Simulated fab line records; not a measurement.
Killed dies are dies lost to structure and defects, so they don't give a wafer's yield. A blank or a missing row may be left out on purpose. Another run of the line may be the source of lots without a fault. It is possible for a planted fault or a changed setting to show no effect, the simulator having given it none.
The tool behind it: which one?	flow n5Finfet	24 lots, 72 wafers sampled, at 5 steps of a route of 1938

## WHAT EACH GAUGE READ, for each wafer
N5_HKMG_FIN_THK_MEAS_70: measures by xrf. Usual: for HK_THK the level is 1.612 nm and the standard deviation is 0.019.
lot	measured	on	HK_THK (nm)	flag
L074	day 4 02:44	filmMetro-01	1.595 1.599 1.591	
L075	day 4 10:29	filmMetro-02	1.684 1.616 1.634	
L076	day 4 14:19	filmMetro-02	1.643 1.636 1.606	
L077	day 5 00:47	filmMetro-02	1.587 1.590 1.580	
L078	day 5 04:07	filmMetro-02	1.650 1.634 1.628	
L079	day 5 10:54	filmMetro-02	1.590 1.586 1.595	
L080	day 5 15:35	filmMetro-01	1.619 1.595 1.617	
L081	day 5 22:58	filmMetro-02	1.644 1.625 1.658	
L082	day 6 01:00	filmMetro-01	1.608 1.618 1.621	
L083	day 6 09:13	filmMetro-02	1.630 1.618 1.595	
L084	day 6 14:22	filmMetro-02	1.621 1.596 1.646	
L085	day 7 01:13	filmMetro-01	1.605 1.613 1.612	
L086	day 7 01:55	filmMetro-01	1.611 1.610 1.613	
L087	day 7 12:04	filmMetro-02	1.623 1.583 1.595	
L088	day 7 19:44	filmMetro-01	1.602 1.612 1.636	
L089	day 7 23:01	filmMetro-02	1.637 1.620 1.599	
L090	day 8 03:11	filmMetro-02	1.618 1.617 1.592	
L091	day 8 07:13	filmMetro-01	1.603 1.611 1.627	
L092	day 8 13:45	filmMetro-01	1.610 1.610 1.611	
L093	day 8 19:35	filmMetro-02	1.647 1.611 1.608	
L094	day 9 04:08	filmMetro-01	1.610 1.625 1.617	
L095	day 9 12:13	filmMetro-02	1.606 1.625 1.627	
L096	day 9 14:14	filmMetro-01	1.617 1.613 1.612	
L097	day 10 02:07	filmMetro-02	1.589 1.594 1.647	

## TOOL THAT RAN EACH LOT (tool first, then ch and the chambers of the sampled wafers, then the start)
lot	N5_HKMG_FIN_ALD_74	N5_HKMG_FIN_DESCUM_53	N5_HKMG_FIN_ETCH_54	N5_HKMG_FIN_ETCH_58
L074	aldHk-02 ch 0,3, day 3 23:38	rieDiel-02 ch 1,2,3, day 4 00:20	rieDiel-02 ch 1,2,3, day 4 00:22	rieDiel-02 ch 1,2,3, day 4 00:38
L075	aldHk-03 ch 2,3, day 4 07:20	rieDiel-03 ch 0,1,3, day 4 07:58	rieDiel-03 ch 0,1,3, day 4 08:00	rieDiel-03 ch 0,1,3, day 4 08:16
L076	aldHk-02 ch 0,1,2, day 4 11:03	rieDiel-03 ch 0,1, day 4 11:53	rieDiel-03 ch 0,1, day 4 11:55	rieDiel-03 ch 0,1, day 4 12:11
L077	aldHk-02 ch 0,2,3, day 4 21:51	rieDiel-04 ch 0,2, day 4 22:22	rieDiel-04 ch 0,2, day 4 22:23	rieDiel-04 ch 0,2, day 4 22:40
L078	aldHk-02 ch 1,2,3, day 5 01:11	rieDiel-03 ch 1,2,3, day 5 01:42	rieDiel-03 ch 1,2,3, day 5 01:44	rieDiel-03 ch 1,2,3, day 5 02:00
L079	aldHk-03 ch 0,2,3, day 5 07:47	rieDiel-03 ch 0,2, day 5 08:26	rieDiel-03 ch 0,2, day 5 08:28	rieDiel-03 ch 0,2, day 5 08:44
L080	aldHk-03 ch 2,3, day 5 12:40	rieDiel-02 ch 0,1,3, day 5 13:11	rieDiel-02 ch 0,1,3, day 5 13:13	rieDiel-02 ch 0,1,3, day 5 13:29
L081	aldHk-02 ch 0,3, day 5 19:27	rieDiel-03 ch 0,2, day 5 20:06	rieDiel-03 ch 0,2, day 5 20:10	rieDiel-03 ch 0,2, day 5 20:44
L082	aldHk-01 ch 2,3, day 5 22:05	rieDiel-02 ch 1,3, day 5 22:35	rieDiel-02 ch 1,3, day 5 22:38	rieDiel-02 ch 1,3, day 5 22:54
L083	aldHk-01 ch 1,2, day 6 06:09	rieDiel-04 ch 1,2, day 6 06:47	rieDiel-04 ch 1,2, day 6 06:49	rieDiel-04 ch 1,2, day 6 07:05
L084	aldHk-01 ch 2,3, day 6 11:14	rieDiel-02 ch 2,3, day 6 11:52	rieDiel-02 ch 2,3, day 6 11:53	rieDiel-02 ch 2,3, day 6 12:10
L085	aldHk-02 ch 0,2,3, day 6 22:04	rieDiel-02 ch 1,2,3, day 6 22:41	rieDiel-02 ch 1,2,3, day 6 22:44	rieDiel-02 ch 1,2,3, day 6 22:59
L086	aldHk-01 ch 2,3, day 6 22:46	rieDiel-04 ch 2,3, day 6 23:25	rieDiel-04 ch 2,3, day 6 23:27	rieDiel-04 ch 2,3, day 6 23:43
L087	aldHk-02 ch 1,2,3, day 7 09:01	rieDiel-04 ch 1,2,3, day 7 09:39	rieDiel-04 ch 1,2,3, day 7 09:41	rieDiel-04 ch 1,2,3, day 7 09:57
L088	aldHk-01 ch 0,1,2, day 7 16:25	rieDiel-04 ch 1,3, day 7 16:56	rieDiel-04 ch 1,3, day 7 16:59	rieDiel-04 ch 1,3, day 7 17:23
L089	aldHk-01 ch 0,2,3, day 7 19:31	rieDiel-04 ch 1,3, day 7 20:08	rieDiel-04 ch 1,3, day 7 20:11	rieDiel-04 ch 1,3, day 7 20:35
L090	aldHk-03 ch 0,1, day 8 00:07	rieDiel-02 ch 0,2,3, day 8 00:47	rieDiel-02 ch 0,2,3, day 8 00:49	rieDiel-02 ch 0,2,3, day 8 01:05
L091	aldHk-03 ch 0,2,3, day 8 04:08	rieDiel-04 ch 1,2,3, day 8 04:46	rieDiel-04 ch 1,2,3, day 8 04:49	rieDiel-04 ch 1,2,3, day 8 05:04
L092	aldHk-01 ch 0,1, day 8 10:43	rieDiel-04 ch 2,3, day 8 11:20	rieDiel-04 ch 2,3, day 8 11:23	rieDiel-04 ch 2,3, day 8 11:39
L093	aldHk-02 ch 1,2,3, day 8 16:37	rieDiel-02 ch 0,2,3, day 8 17:10	rieDiel-02 ch 0,2,3, day 8 17:12	rieDiel-02 ch 0,2,3, day 8 17:28
L094	aldHk-02 ch 0,1,2, day 9 00:46	rieDiel-02 ch 0,1, day 9 01:24	rieDiel-02 ch 0,1, day 9 01:26	rieDiel-02 ch 0,1, day 9 01:42
L095	aldHk-01 ch 0,3, day 9 08:39	rieDiel-03 ch 1, day 9 09:24	rieDiel-03 ch 1, day 9 09:27	rieDiel-03 ch 1, day 9 09:51
L096	aldHk-02 ch 0,1,3, day 9 11:01	rieDiel-04 ch 0,2,3, day 9 11:49	rieDiel-04 ch 0,2,3, day 9 11:51	rieDiel-04 ch 0,2,3, day 9 12:07
L097	aldHk-02 ch 0,1,3, day 9 23:13	rieDiel-04 ch 1,2,3, day 9 23:43	rieDiel-04 ch 1,2,3, day 9 23:45	rieDiel-04 ch 1,2,3, day 10 00:01
- N5_HKMG_FIN_ALD_74: deposits La2O3, target thk 0.5 nm, pulse time 6 s, co reactant pulse time 1 s.
- N5_HKMG_FIN_DESCUM_53: chemistry O2, time 7.9 s.
- N5_HKMG_FIN_ETCH_54: etches SiARC in CF4, target depth 45.5 nm, time 75.8 s.
- N5_HKMG_FIN_ETCH_58: etches SOC in N2/H2, target depth 215.8 nm, time 741 s.

## WHAT THE TOOLS THEMSELVES READ (means of the sampled wafers that have a number; where no wafer has one, the mark that the record gives instead)
N5_HKMG_FIN_ALD_74. Usual: heaterPowerW 337 W, standard deviation 33; precursorPulseHeightRel 1.000, standard deviation 0.021.
lot	tool	heaterPowerW (W)	precursorPulseHeightRel	flag
L074	aldHk-02	342	0.991	
L075	aldHk-03	279	0.974	
L076	aldHk-02	359	1.019	
L077	aldHk-02	344	1.001	
L078	aldHk-02	358	0.994	
L079	aldHk-03	292	1.000	
L080	aldHk-03	300	0.986	
L081	aldHk-02	337	0.997	
L082	aldHk-01	338	0.997	
L083	aldHk-01	327	1.014	
L084	aldHk-01	337	0.996	
L085	aldHk-02	352	0.991	
L086	aldHk-01	337	1.009	
L087	aldHk-02	361	1.009	
L088	aldHk-01	320	1.004	
L089	aldHk-01	328	1.026	
L090	aldHk-03	332	1.008	
L091	aldHk-03	296	0.986	
L092	aldHk-01	322	0.966	
L093	aldHk-02	360	1.006	
L094	aldHk-02	366	1.018	
L095	aldHk-01	315	0.990	
L096	aldHk-02	349	0.982	
L097	aldHk-02	353	1.000	

N5_HKMG_FIN_DESCUM_53. Usual: drypumpMotorCurrentA 5.6 A, standard deviation 0.59; oesProductAu 0.81 a.u., standard deviation 0.089; rfVppV 243.7 V, standard deviation 1.3; showerheadPlenumPTorr 2.13 Torr, standard deviation 0.069; throttleValvePct 20.38 %, standard deviation 0.19.
lot	tool	drypumpMotorCurrentA (A)	oesProductAu (a.u.)	rfVppV (V)	showerheadPlenumPTorr (Torr)	throttleValvePct (%)	flag
L074	rieDiel-02	5.0	0.78	243.3	2.09	20.31	
L075	rieDiel-03	5.5	0.78	244.1	2.16	20.42	
L076	rieDiel-03	5.9	0.84	244.8	2.21	20.34	
L077	rieDiel-04	5.7	0.78	243.5	2.10	20.52	
L078	rieDiel-03	5.3	0.71	244.1	2.10	20.48	
L079	rieDiel-03	5.6	0.77	244.0	2.12	20.39	
L080	rieDiel-02	5.3	0.75	243.1	2.06	20.37	
L081	rieDiel-03	5.6	0.76	243.6	2.12	20.41	
L082	rieDiel-02	4.8	0.79	243.8	2.09	20.30	
L083	rieDiel-04	6.3	0.77	243.8	2.15	20.61	
L084	rieDiel-02	5.2	0.91	243.0	2.06	20.18	
L085	rieDiel-02	5.0	0.85	243.4	2.08	20.21	
L086	rieDiel-04	5.5	0.84	244.4	2.18	20.32	
L087	rieDiel-04	5.9	0.81	245.1	2.17	20.48	
L088	rieDiel-04	5.8	0.83	243.5	2.20	20.38	
L089	rieDiel-04	6.2	0.79	245.5	2.19	20.53	
L090	rieDiel-02	5.5	0.87	243.2	2.12	20.23	
L091	rieDiel-04	5.9	0.80	243.9	2.16	20.50	
L092	rieDiel-04	5.5	0.83	244.6	2.18	20.35	
L093	rieDiel-02	5.5	0.88	243.0	2.12	20.24	
L094	rieDiel-02	5.3	0.85	243.8	2.15	20.21	
L095	rieDiel-03	5.7	0.90	244.2	2.14	20.15	
L096	rieDiel-04	5.6	0.86	242.9	2.12	20.36	
L097	rieDiel-04	5.9	0.79	243.9	2.16	20.52	

N5_HKMG_FIN_ETCH_54. Usual: drypumpMotorCurrentA 5.6 A, standard deviation 0.59; etchRfOnTimeS 75.2 s, standard deviation 1.1; oesProductAu 0.69 a.u., standard deviation 0.075; rfVppV 184.4 V, standard deviation 1.1; showerheadPlenumPTorr 2.18 Torr, standard deviation 0.066; throttleValvePct 15.57 %, standard deviation 0.21.
lot	tool	drypumpMotorCurrentA (A)	etchRfOnTimeS (s)	oesProductAu (a.u.)	rfVppV (V)	showerheadPlenumPTorr (Torr)	throttleValvePct (%)	flag
L074	rieDiel-02	5.0	75.9	0.67	184.6	2.14	15.55	
L075	rieDiel-03	5.5	74.5	0.67	185.1	2.20	15.60	
L076	rieDiel-03	5.9	74.0	0.72	184.8	2.24	15.50	
L077	rieDiel-04	5.7	74.8	0.67	184.0	2.14	15.71	
L078	rieDiel-03	5.3	75.0	0.61	183.4	2.15	15.71	
L079	rieDiel-03	5.6	75.2	0.66	184.4	2.17	15.58	
L080	rieDiel-02	5.3	75.8	0.65	184.2	2.11	15.58	
L081	rieDiel-03	5.6	75.1	0.66	184.3	2.16	15.60	
L082	rieDiel-02	4.8	75.9	0.67	184.1	2.14	15.54	
L083	rieDiel-04	6.3	74.8	0.67	185.0	2.21	15.79	
L084	rieDiel-02	5.2	76.7	0.77	183.5	2.12	15.40	
L085	rieDiel-02	5.0	76.5	0.72	183.2	2.13	15.45	
L086	rieDiel-04	5.5	74.7	0.74	185.5	2.23	15.45	
L087	rieDiel-04	5.9	75.5	0.69	184.7	2.21	15.63	
L088	rieDiel-04	5.8	75.7	0.71	185.6	2.25	15.54	
L089	rieDiel-04	6.2	75.5	0.68	185.0	2.23	15.73	
L090	rieDiel-02	5.5	76.2	0.75	184.3	2.17	15.42	
L091	rieDiel-04	5.9	75.2	0.68	185.4	2.21	15.65	
L092	rieDiel-04	5.5	74.5	0.72	184.6	2.22	15.49	
L093	rieDiel-02	5.5	74.9	0.74	184.0	2.17	15.45	
L094	rieDiel-02	5.3	75.8	0.73	185.2	2.20	15.39	
L095	rieDiel-03	5.7	74.9	0.77	185.4	2.19	15.31	
L096	rieDiel-04	5.6	74.5	0.74	184.0	2.17	15.50	
L097	rieDiel-04	5.9	74.1	0.68	184.1	2.21	15.69	

N5_HKMG_FIN_ETCH_58. Usual: drypumpMotorCurrentA 5.6 A, standard deviation 0.59; oesProductAu 0.81 a.u., standard deviation 0.087; rfVppV 99.3 V, standard deviation 0.97; showerheadPlenumPTorr 2.59 Torr, standard deviation 0.085; throttleValvePct 17.76 %, standard deviation 0.22.
lot	tool	drypumpMotorCurrentA (A)	oesProductAu (a.u.)	rfVppV (V)	showerheadPlenumPTorr (Torr)	throttleValvePct (%)	flag
L074	rieDiel-02	5.0	0.77	99.6	2.54	17.74	
L075	rieDiel-03	5.5	0.79	99.3	2.62	17.79	
L076	rieDiel-03	5.9	0.85	99.4	2.67	17.76	
L077	rieDiel-04	5.7	0.78	99.0	2.56	17.88	
L078	rieDiel-03	5.3	0.72	99.0	2.55	17.84	
L079	rieDiel-03	5.6	0.77	98.9	2.57	17.79	
L080	rieDiel-02	5.3	0.76	99.1	2.50	17.75	
L081	rieDiel-03	5.6	0.76	98.8	2.57	17.81	
L082	rieDiel-02	4.8	0.78	98.5	2.55	17.70	
L083	rieDiel-04	6.3	0.78	99.8	2.62	18.03	
L084	rieDiel-02	5.2	0.90	99.2	2.51	17.62	
L085	rieDiel-02	5.0	0.84	99.3	2.53	17.63	
L086	rieDiel-04	5.5	0.86	99.8	2.66	17.60	
L087	rieDiel-04	5.9	0.81	100.0	2.64	17.82	
L088	rieDiel-04	5.8	0.83	100.6	2.68	17.72	
L089	rieDiel-04	6.3	0.79	99.6	2.66	17.94	
L090	rieDiel-02	5.5	0.87	98.8	2.57	17.62	
L091	rieDiel-04	5.9	0.80	99.5	2.64	17.84	
L092	rieDiel-04	5.5	0.84	98.4	2.65	17.62	
L093	rieDiel-02	5.5	0.86	100.4	2.57	17.63	
L094	rieDiel-02	5.3	0.85	100.1	2.62	17.57	
L095	rieDiel-03	5.7	0.90	99.3	2.60	17.45	
L096	rieDiel-04	5.6	0.86	99.4	2.58	17.68	
L097	rieDiel-04	5.9	0.79	98.9	2.63	17.87	

## THE ANSWER, worked out from the rows above alone
Rule: a lot counts as off when the mean over its wafers that have a number is more than 3 standard deviations away from the usual mean. Also off: a lot with no number at a reading for which 4 or more lots have one. The other lots that the step has rows for count as sound. Order of review: gauges by route order, followed by the tools' own readings, for which a lot's mean as printed above is used. At the first step where some lot is off, the reading lying furthest off is the one used; lots without a number count as furthest.
No lot is off at any reading shown: from this, nothing can be told.

## WHAT WAS PUT IN BY THE SIMULATOR
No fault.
